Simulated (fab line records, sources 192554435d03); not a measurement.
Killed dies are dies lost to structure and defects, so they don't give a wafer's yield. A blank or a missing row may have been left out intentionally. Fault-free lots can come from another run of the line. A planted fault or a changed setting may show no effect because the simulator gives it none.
fab line records ; flow n5_finfet
record lots=6; wafers=17; last_day=17
route steps=1938 shown BEOL_M8@1337 PASSIVATION@1936
lots that met no fault: taken from a fault-free run of the same line
start_h: hours from the record's first day to the start of the lot's first wafer shown ; wait_h: time in hours since the lot's previous step ; " identical to the entry in the row above ; L1.1+2: a row that stands for several wafers ; - no value, or no start given ; * or withheld: withheld ; < > ~ a bound
route shown NAME@n: a module of which the file shows steps, and the number in the route of the first ; usual: average and standard deviation across the fault-free wafers ; same: alike in all rows ; chamber/n: place in a boat ; sites: each site's reading ; _std_site: how widely they spread, as a standard deviation ; _edge_site: outer sites' mean less inner sites' ; radius_mm: for every site, how far away it sits from the centre of the wafer ; mask NAME#n: copy n ; behind: the tool/chamber that last shaped the wafer ; hold: why the lot was held/for how many hours/how that ended ; device: transistor that didn't switch, given as n, p or np ; end of line: tests of these same wafers at the route's end ; a step with no rows: only its recipe ; killed: count of dies lost to structure and defects at first sort (not the wafer's yield) ; map: the dies of a wafer, with x for killed, . for not killed, _ for no die there
set.NAME: setting as actually run; set.NAME@STEP: the setting as run at that earlier step ; model.NAME: the simulator's own value behind a step, which no gauge read
lots seen at some steps along the route; tables by step, rows by wafer
services: the hour from which a tool's chamber was out of use, counted from the record's first day as start_h (under 0 if before that day), plus the number of hours and why
## steps
# step N5_BEOL_M8_COAT_59
# recipe resist=SOC; temp_c=250; time_s=60; spin_rpm=1500; resist_thk_nm=100
# step N5_BEOL_M8_COAT_60
# recipe resist=SiARC; temp_c=220; time_s=60; spin_rpm=1500; resist_thk_nm=35
# step N5_BEOL_M8_COAT_05
# recipe resist=CAR-ArF; spin_rpm=1500; resist_thk_nm=90
# step N5_BEOL_M8_EBR_07
# recipe solvent=PGMEA; ebr_width_mm=1.5
# step N5_BEOL_M8_SOFTBAKE_06
# recipe temp_c=110; time_s=60; resist=CAR-ArF
# step N5_BEOL_M8_EXPOSE_08
# recipe mask_id=M8; na=1.35; source_shape=dipole; sigma_inner=0.817; sigma_outer=0.97; polarization=te; dose_mj=68.25
# step N5_BEOL_M8_PEB_09
# recipe peb_temp_c=withheld; peb_time_s=60; resist=CAR-ArF
# step N5_BEOL_M8_DEVELOP_10
# recipe develop_time_s=30; developer=TMAH; resist=CAR-ArF; rinse_liquid=diw; dry=air_spin; dev_temp_c=23
# step N5_BEOL_M8_CD_MEAS_11
# recipe target_cd_nm=38.5; landing_energy_ev=500; detector=se_inlens; polarity=opening
# usual cd_nm=38.4/0.61
lot.wafer;tool;chamber;start_h;wait_h;cd_nm
L104.1;cd_sem-03;0;261.78;-;38.4
L104.4;cd_sem-03;0;261.78;-;37.8
L106.1;cd_sem-02;0;280.70;-;38.5
L106.3;cd_sem-02;0;280.70;-;38.4
L106.5;cd_sem-02;0;280.70;-;38.0
L109.1;cd_sem-01;0;299.40;-;39.7
L109.2;cd_sem-01;0;299.40;-;38.2
L109.5;cd_sem-01;0;299.40;-;38.8
L111.3;cd_sem-01;0;299.61;-;39.4
L111.4;cd_sem-01;0;299.61;-;37.3
L111.5;cd_sem-01;0;299.61;-;37.6
L112.2;cd_sem-02;0;302.04;-;37.8
L112.3;cd_sem-02;0;302.04;-;38.4
L112.5;cd_sem-02;0;302.04;-;38.6
L116.1;cd_sem-03;0;331.77;-;39.4
L116.2;cd_sem-03;0;331.77;-;38.0
L116.3;cd_sem-03;0;331.77;-;38.8
# step N5_BEOL_M8_OVL_MEAS_12
# recipe points_per_wafer=44
# usual M8_OVL=0.0/0.73
lot.wafer;tool;chamber;start_h;wait_h;M8_OVL[nm]
L104.1;overlay-02;0;261.81;0.0;0.2
L104.4;overlay-02;0;261.81;0.0;-0.1
L106.1;overlay-01;0;280.73;0.0;-0.9
L106.3;overlay-01;0;280.73;0.0;-0.9
L106.5;overlay-01;0;280.73;0.0;-0.1
L109.1;overlay-01;0;299.43;0.0;0.7
L109.2;overlay-01;0;299.43;0.0;1.0
L109.5;overlay-01;0;299.43;0.0;-0.3
L111.3;overlay-02;0;299.64;0.0;0.4
L111.4;overlay-02;0;299.64;0.0;0.3
L111.5;overlay-02;0;299.64;0.0;0.6
L112.2;overlay-01;0;302.07;0.0;-0.3
L112.3;overlay-01;0;302.07;0.0;-1.1
L112.5;overlay-01;0;302.07;0.0;-1.1
L116.1;overlay-02;0;331.80;0.0;-0.3
L116.2;overlay-02;0;331.80;0.0;-0.9
L116.3;overlay-02;0;331.80;0.0;0.5
# step N5_BEOL_M8_INSPECT_13
# recipe mode=adi; inspect_instrument=brightfield
# usual raw_defect_count=423/99
lot.wafer;tool;chamber;start_h;wait_h;raw_defect_count
L104.1;defect_inspect-02;-;261.84;0.0;450
L104.4;defect_inspect-02;-;261.84;0.0;544
L106.1;defect_inspect-02;-;280.75;0.0;384
L106.3;defect_inspect-02;-;280.75;0.0;385
L106.5;defect_inspect-02;-;280.75;0.0;523
L109.1;defect_inspect-01;-;299.45;0.0;378
L109.2;defect_inspect-01;-;299.45;0.0;525
L109.5;defect_inspect-01;-;299.45;0.0;452
L111.3;defect_inspect-01;-;299.66;0.0;525
L111.4;defect_inspect-01;-;299.66;0.0;616
L111.5;defect_inspect-01;-;299.66;0.0;649
L112.2;defect_inspect-02;-;302.09;0.0;330
L112.3;defect_inspect-02;-;302.09;0.0;428
L112.5;defect_inspect-02;-;302.09;0.0;268
L116.1;defect_inspect-01;-;331.83;0.0;461
L116.2;defect_inspect-01;-;331.83;0.0;631
L116.3;defect_inspect-01;-;331.83;0.0;562
# step N5_BEOL_M8_DESCUM_16
# recipe chemistry=O2; time_s=7.9; source_power_w=50; bias_power_w=20; pressure_mtorr=20; rf_frequency_hz=2.712e+07; temp_c=40; resist=CAR-ArF; o2_flow_sccm=225
# usual drypump_motor_current_A=5.6/0.45; oes_product_au=0.81/0.083; rf_vpp_V=243.2/1.1; showerhead_plenum_p_Torr=2.10/0.053; throttle_valve_pct=20.59/0.2
lot.wafer;tool;chamber;start_h;wait_h;drypump_motor_current_A;oes_product_au;rf_hours_counter_h;rf_vpp_V;showerhead_plenum_p_Torr;throttle_valve_pct
L104.1;rie_diel-03;1;261.88;0.0;6.3;0.79;111;243.5;2.13;20.65
L104.4;rie_diel-03;3;261.88;0.0;5.4;0.86;58;243.9;2.12;20.47
L106.1;rie_diel-05;2;280.79;0.0;5.3;0.71;148;242.2;2.13;20.78
L106.3;rie_diel-05;1;280.79;0.0;5.2;0.86;52;243.9;2.14;20.72
L106.5;rie_diel-05;3;280.79;0.0;5.8;0.69;-;244.3;2.09;20.95
L109.1;rie_diel-05;0;299.49;0.0;6.0;0.69;228;241.6;1.98;20.61
L109.2;rie_diel-05;1;299.49;0.0;5.3;0.85;58;242.7;2.13;20.73
L109.5;rie_diel-05;3;299.49;0.0;5.9;0.68;-;241.5;2.09;20.96
L111.3;rie_diel-03;1;299.70;0.0;6.3;0.78;125;244.4;2.12;20.67
L111.4;rie_diel-03;3;299.70;0.0;5.5;0.83;71;243.8;2.12;20.48
L111.5;rie_diel-03;1;299.70;0.0;6.3;0.78;-;241.9;2.12;20.66
L112.2;rie_diel-03;1;302.12;0.0;6.3;0.78;125;243.9;2.12;20.67
L112.3;rie_diel-03;2;302.12;0.0;5.4;0.95;20;243.6;2.14;20.34
L112.5;rie_diel-03;1;302.12;0.0;6.3;0.78;-;243.7;2.12;20.66
L116.1;rie_diel-05;3;332.14;0.3;5.8;0.68;228;242.5;2.09;20.98
L116.2;rie_diel-05;0;332.14;0.3;6.0;0.68;239;240.4;1.98;20.61
L116.3;rie_diel-05;1;332.14;0.3;5.3;0.83;70;244.3;2.13;20.75
# step N5_BEOL_M8_ETCH_61
# recipe chemistry=CF4; target=SiARC; target_depth_a=455; mask_material=CAR-ArF; time_s=75.8; ion_energy_ev=80; pressure_mtorr=40; source_w=545; bias_w=36; Ar_flow_sccm=100; cf4_flow_sccm=100; ends=cleared
# usual bias_w=36.00/0.11; drypump_motor_current_A=5.6/0.45; etch_rf_on_time_s=75.7/2.6; mfc_ar_sccm=99.95/0.28; oes_product_au=0.69/0.074; rf_vpp_V=184.0/1; showerhead_plenum_p_Torr=2.13/0.045; throttle_valve_pct=15.63/0.18
lot.wafer;tool;chamber;start_h;wait_h;bias_w;drypump_motor_current_A;etch_rf_on_time_s;mfc_ar_sccm;oes_product_au;rf_hours_counter_h;rf_vpp_V;showerhead_plenum_p_Torr;throttle_valve_pct
L104.1;rie_diel-03;1;261.91;0.0;35.87;6.3;78.2;100.19;0.67;111;182.8;2.14;15.61
L104.4;rie_diel-03;3;261.91;0.0;36.11;5.5;71.5;100.19;0.74;58;185.3;2.17;15.56
L106.1;rie_diel-05;2;280.83;0.0;35.89;5.3;80.6;100.01;0.61;148;186.4;2.13;15.54
L106.3;rie_diel-05;1;280.83;0.0;36.17;5.3;73.9;100.12;0.75;52;185.3;2.18;15.68
L106.5;rie_diel-05;3;280.83;0.0;35.95;5.8;77.7;100.18;0.59;-;183.2;2.13;16.05
L109.1;rie_diel-05;0;299.52;0.0;36.16;6.0;77.6;100.12;0.57;228;181.9;2.03;15.78
L109.2;rie_diel-05;1;299.52;0.0;36.01;5.3;74.8;100.36;0.73;58;183.8;2.17;15.68
L109.5;rie_diel-05;3;299.52;0.0;36.05;5.8;77.0;99.79;0.59;-;183.2;2.13;16.08
L111.3;rie_diel-03;1;299.73;0.0;27.90;6.4;84.3;99.95;0.64;125;157.0;2.14;15.64
L111.4;rie_diel-03;3;299.73;0.0;27.90;5.5;78.1;100.26;0.70;71;156.9;2.17;15.58
L111.5;rie_diel-03;1;299.73;0.0;27.91;6.3;84.9;99.85;0.62;-;156.3;2.14;15.64
L112.2;rie_diel-03;1;302.16;0.0;27.90;6.3;84.1;99.93;0.63;125;157.4;2.14;15.64
L112.3;rie_diel-03;2;302.16;0.0;27.91;5.4;78.5;99.98;0.77;20;156.1;2.18;15.49
L112.5;rie_diel-03;1;302.16;0.0;27.98;6.3;83.0;100.16;0.64;-;156.5;2.14;15.64
L116.1;rie_diel-05;3;332.17;0.0;35.95;5.8;77.8;99.86;0.57;228;183.7;2.12;16.09
L116.2;rie_diel-05;0;332.17;0.0;36.15;6.0;79.0;99.99;0.56;239;182.6;2.02;15.82
L116.3;rie_diel-05;1;332.17;0.0;36.06;5.3;74.1;99.51;0.72;70;185.3;2.17;15.71
# step N5_BEOL_M8_ETCH_62
# recipe chemistry=N2/H2; target=SOC; target_depth_a=1100; overetch_a=220; mask_material=SiARC; temp_c=40; time_s=165; ion_energy_ev=200; pressure_mtorr=30; source_w=840; bias_w=150; n2_flow_sccm=200; h2_flow_sccm=200
# usual bias_w=150.0/0.41; drypump_motor_current_A=5.6/0.45; oes_product_au=0.68/0.064; rf_vpp_V=523.6/1.8; showerhead_plenum_p_Torr=2.54/0.056; throttle_valve_pct=17.91/0.24
lot.wafer;tool;chamber;start_h;wait_h;bias_w;drypump_motor_current_A;oes_product_au;rf_hours_counter_h;rf_vpp_V;showerhead_plenum_p_Torr;throttle_valve_pct
L104.1;rie_diel-03;1;261.97;0.0;150.0;6.3;0.67;111;523.8;2.56;17.89
L104.4;rie_diel-03;3;261.97;0.0;150.4;5.5;0.72;58;523.6;2.59;18.00
L106.1;rie_diel-05;2;280.88;0.0;149.2;5.3;0.63;149;524.8;2.56;18.07
L106.3;rie_diel-05;1;280.88;0.0;150.5;5.3;0.74;52;525.6;2.61;18.19
L106.5;rie_diel-05;3;280.88;0.0;149.9;5.9;0.59;-;522.5;2.50;18.14
L109.1;rie_diel-05;0;299.58;0.0;150.1;6.0;0.58;228;521.4;2.41;17.93
L109.2;rie_diel-05;1;299.58;0.0;149.6;5.3;0.71;58;525.1;2.61;18.21
L109.5;rie_diel-05;3;299.58;0.0;149.7;5.8;0.58;-;523.3;2.50;18.13
L111.3;rie_diel-03;1;299.79;0.0;150.0;6.3;0.66;125;524.5;2.55;17.92
L111.4;rie_diel-03;3;299.79;0.0;150.2;5.5;0.71;71;523.8;2.59;18.02
L111.5;rie_diel-03;1;299.79;0.0;149.9;6.4;0.66;-;523.7;2.55;17.92
L112.2;rie_diel-03;1;302.22;0.0;150.6;6.3;0.65;125;524.2;2.55;17.92
L112.3;rie_diel-03;2;302.22;0.0;150.7;5.4;0.79;20;525.3;2.59;17.60
L112.5;rie_diel-03;1;302.22;0.0;150.5;6.3;0.66;-;524.2;2.55;17.93
L116.1;rie_diel-05;3;332.23;0.0;150.1;5.9;0.58;228;522.6;2.50;18.14
L116.2;rie_diel-05;0;332.23;0.0;150.5;6.0;0.57;239;519.2;2.40;17.96
L116.3;rie_diel-05;1;332.23;0.0;149.7;5.3;0.70;70;526.3;2.60;18.23
# step N5_PASSIVATION_PROBE_49
# usual defect_limited_yield=91.3/1.5; killed_at_M0_to_M3=33/12; killed_at_M4_up=15/5.2; killed_at_contacts=12/5.1; killed_at_front_end=39/11; killed_at_other=5/3.6; killed_dies=103/18; killed_open=67/13; killed_short=33/7.8; sort_bin_5_function=5.1/0.96; sort_bin_6_memory=3.2/0.71; sort_n_pass=1077/18; sort_yield_pct=91.3/1.5
# same gross_dies=1180; killed_at_back_side=0; sort_bin_4_leakage[%]=0; sort_bin_8_speed[%]=0
lot.wafer;tool;chamber;start_h;wait_h;defect_limited_yield[%];killed_at_M0_to_M3;killed_at_M4_up;killed_at_contacts;killed_at_front_end;killed_at_other;killed_dies;killed_open;killed_short;sort_bin_5_function[%];sort_bin_6_memory[%];sort_n_pass;sort_yield_pct[%]
L104.1;prober-02;-;327.90;0.0;90.5;54;20;8;28;2;112;74;37;5.3;3.6;1068;90.5
L104.4;prober-02;-;328.05;0.2;90.3;55;16;9;25;9;114;71;42;5.8;3.6;1066;90.3
L109.1;prober-02;-;366.13;0.0;91.4;46;11;11;32;1;101;68;31;4.8;3.3;1079;91.4
L109.2;prober-02;-;366.18;0.1;91.1;38;10;15;33;9;105;69;31;5.2;3.3;1075;91.1
L109.5;prober-02;-;366.33;0.2;90.4;46;13;23;29;2;113;77;33;5.1;4.3;1067;90.4
L116.1;prober-01;-;400.87;0.0;90.2;37;12;13;51;3;116;72;40;5.8;3.3;1064;90.2
L116.2;prober-01;-;400.92;0.1;91.3;29;12;14;42;6;103;71;28;5.1;3.1;1077;91.3
L116.3;prober-01;-;400.97;0.1;92.8;31;4;11;37;2;85;54;28;4.2;2.5;1095;92.8
# killed by level:class
L104.1 BEOL_M2:geometric_particle:open=15 BEOL_M0_SAQP:geometric_particle:short=13 STARTING-WAFER:geometric_particle:short=9 STI_FIN_REVEAL:geometric_particle:open=7 MOL_CONTACT_COAG:geometric_particle:open=7 BEOL_M0_SAQP:geometric_particle:open=7 BEOL_M3:geometric_particle:open=7 BEOL_M4:geometric_particle:open=7
L104.4 BEOL_M2:geometric_particle:open=15 BEOL_M0_SAQP:geometric_particle:open=14 MOL_CONTACT_COAG:geometric_particle:open=8 BEOL_M0_SAQP:geometric_particle:short=7 BEOL_M1:geometric_particle:open=7 STARTING-WAFER:geometric_particle:short=5 BEOL_M4:geometric_particle:open=5 GATE_CUT:geometric_particle:short=4
L109.1 BEOL_M3:geometric_particle:open=21 MOL_CONTACT_COAG:geometric_particle:open=7 BEOL_M0_SAQP:geometric_particle:open=7 BEOL_M1:geometric_particle:open=7 STI_FIN_REVEAL:geometric_particle:open=6 STARTING-WAFER:geometric_particle:open=5 FIN_SAQP:geometric_particle:short=4 MOL_CONTACT_COAG:geometric_particle:short=4
L109.2 MOL_CONTACT_COAG:geometric_particle:open=13 BEOL_M3:geometric_particle:open=13 FIN_SAQP:geometric_particle:open=8 BEOL_M2:geometric_particle:open=8 STI_FIN_REVEAL:geometric_particle:open=6 FIN_SAQP:geometric_particle:short=4 BEOL_M3:geometric_particle:short=4 STARTING-WAFER:geometric_particle:short=4
L109.5 MOL_CONTACT_COAG:geometric_particle:open=20 STI_FIN_REVEAL:geometric_particle:open=12 BEOL_M1:geometric_particle:open=9 BEOL_M3:geometric_particle:open=9 BEOL_M0_SAQP:geometric_particle:short=7 BEOL_M0_SAQP:geometric_particle:open=6 BEOL_M2:geometric_particle:open=5 BEOL_M3:geometric_particle:short=5
L116.1 STI_FIN_REVEAL:geometric_particle:open=12 FIN_SAQP:geometric_particle:short=11 BEOL_M3:geometric_particle:open=11 MOL_CONTACT_COAG:geometric_particle:open=9 STI_FIN_REVEAL:geometric_particle:short=6 BEOL_M0_SAQP:geometric_particle:open=6 FIN_SAQP:geometric_particle:open=5 BEOL_M0_SAQP:geometric_particle:short=5
L116.2 STI_FIN_REVEAL:geometric_particle:open=13 MOL_CONTACT_COAG:geometric_particle:open=11 BEOL_M0_SAQP:geometric_particle:open=10 FIN_SAQP:geometric_particle:open=7 FIN_SAQP:geometric_particle:short=6 BEOL_M3:geometric_particle:open=6 BEOL_M0_SAQP:geometric_particle:short=5 BEOL_M4:geometric_particle:open=4
L116.3 STI_FIN_REVEAL:geometric_particle:open=12 MOL_CONTACT_COAG:geometric_particle:open=8 BEOL_M0_SAQP:geometric_particle:short=7 FIN_SAQP:geometric_particle:short=6 FIN_SAQP:geometric_particle:open=6 BEOL_M3:geometric_particle:open=5 BEOL_M2:geometric_particle:short=4 DUMMY_GATE:geometric_particle:open=4
## services
tool;chamber;start_h;hours;kind
rie_diel-05;3;257.16;2.8;repair
rie_diel-05;-;312.87;0.5;repair
rie_diel-05;-;314.04;0.3;repair
rie_diel-03;3;328.53;19.9;repair
## key
first_sign step=N5_BEOL_M8_ETCH_61; reading=bias_w; direction=down; sigmas=75; usual=*; struck=*
effect step=N5_BEOL_M8_ETCH_61; reading=rf_vpp_V; direction=down; sigmas=27; usual=184.0; struck=156.7
met_at N5_BEOL_M8_ETCH_61
struck_wafers L111.3,L111.4,L111.5,L112.2,L112.3,L112.5
onset_between 261.91 299.73
fault kind=process_parameter_drift; tool=rie_diel-03; chamber=-; onset_h=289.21; steps=N5_BEOL_M8_ETCH_61; channel=bias_w; offset=*; shape=step; end_h=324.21; acts_in=*; stated=*
